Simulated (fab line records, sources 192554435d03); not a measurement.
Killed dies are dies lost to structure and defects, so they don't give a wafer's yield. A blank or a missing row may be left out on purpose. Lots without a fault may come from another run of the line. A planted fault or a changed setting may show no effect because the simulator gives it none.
A struck lot beside a sound one | flow n5_finfet | 33 steps out of a route of 1938
Sound: wafers L307.2, L307.5, L307.6. Struck: wafers L313.1, L313.2, L313.4. The cause comes at the end.
At each step with rows: each side's tool, then ch and its chambers, then its first start. Under that, the readings that differ: sound wafers | struck wafers | difference of the means | sigmas: that difference in standard deviations of wafers without a fault.
alike: readings whose means differ by less than 2 such deviations, and words and numbers that are the same on both sides. not compared: withheld readings, readings that some wafer has no value for, bounds like >300 that may hide the same value, and numbers for which the record gives no deviation and whose values overlap.
The two part at a step that has a row with sigmas, a row that says differs or no value, or rows on one side only. Numbers that don't overlap but have no deviation are shown without sigmas and don't part them. A reading that every wafer of one side lacks parts them only if that side has two wafers or more.

first, 9 steps without rows for these wafers: N5_PASSIVATION_COAT_24; N5_PASSIVATION_EBR_26; N5_PASSIVATION_SOFTBAKE_25 (time 90 s); N5_PASSIVATION_EXPOSE_27 (exposes mask PAD, defocus 0 nm); N5_PASSIVATION_PEB_28; N5_PASSIVATION_DEVELOP_29 (develop time 60 s); N5_PASSIVATION_HARDBAKE_31 (time 120 s); N5_PASSIVATION_DESCUM_32 (chemistry O2, time 7.9 s); N5_PASSIVATION_AL_ETCH_33 (etches Al in Cl2/BCl3, stops on TaN, target depth 2800 nm, time 466.7 s).
N5_PASSIVATION_ETCH_59: etches TaN in Cl2/BCl3, target depth 65 nm, time 34.9 s.
  sound on rie_metal-02 ch 0,1, day 15 23:22; struck on rie_metal-02 ch 0,1, day 17 09:41
  alike: drypump_motor_current_A, oes_product_au, throttle_valve_pct
  not compared: rf_hours_counter_h
then, 22 steps without rows for these wafers: N5_PASSIVATION_STRIP_34 (strips in O2); N5_PASSIVATION_STRIP_51 (strips in post etch residue remover, time 1200 s); N5_PASSIVATION_CLEAN_69 (cleans in IPA, time 180 s); N5_PASSIVATION_SRD_70 (time 30 s); N5_PASSIVATION_PECVD_53 (deposits SiO2 from TEOS/O2, target thk 800 nm, time 169.4 s); N5_PASSIVATION_PECVD_35 (deposits SiNx from SiH4/NH3/N2, target thk 700 nm, time 151.3 s); N5_PASSIVATION_HMDS_37 (time 60 s); N5_PASSIVATION_COAT_38; N5_PASSIVATION_EBR_40; N5_PASSIVATION_SOFTBAKE_39 (time 120 s); N5_PASSIVATION_EXPOSE_41 (exposes mask PASS OPEN, defocus 0 nm, target cd 40000 nm); N5_PASSIVATION_PEB_42; N5_PASSIVATION_DEVELOP_43 (develop time 60 s); N5_PASSIVATION_HARDBAKE_45 (time 120 s); N5_PASSIVATION_DESCUM_46 (chemistry O2, time 7.9 s); N5_PASSIVATION_PASS_ETCH_47 (etches SiNx in CF4/O2, target depth 770 nm, time 385 s); N5_PASSIVATION_ETCH_54 (etches SiO2 in CHF3/O2, target depth 880 nm, time 440 s); N5_PASSIVATION_STRIP_48 (strips in O2); N5_PASSIVATION_STRIP_52 (strips in post etch residue remover, time 1200 s); N5_PASSIVATION_CLEAN_71 (cleans in IPA, time 180 s); N5_PASSIVATION_SRD_72 (time 30 s); N5_PASSIVATION_ANNEAL_56 (time 1800 s).
N5_PASSIVATION_PROBE_49:
  the record has rows for the struck wafers here (prober-01, day 17 13:59) and none for the sound ones

WHERE THEY PART
Only at N5_PASSIVATION_PROBE_49, within this record.

WHY: what the simulator had put in
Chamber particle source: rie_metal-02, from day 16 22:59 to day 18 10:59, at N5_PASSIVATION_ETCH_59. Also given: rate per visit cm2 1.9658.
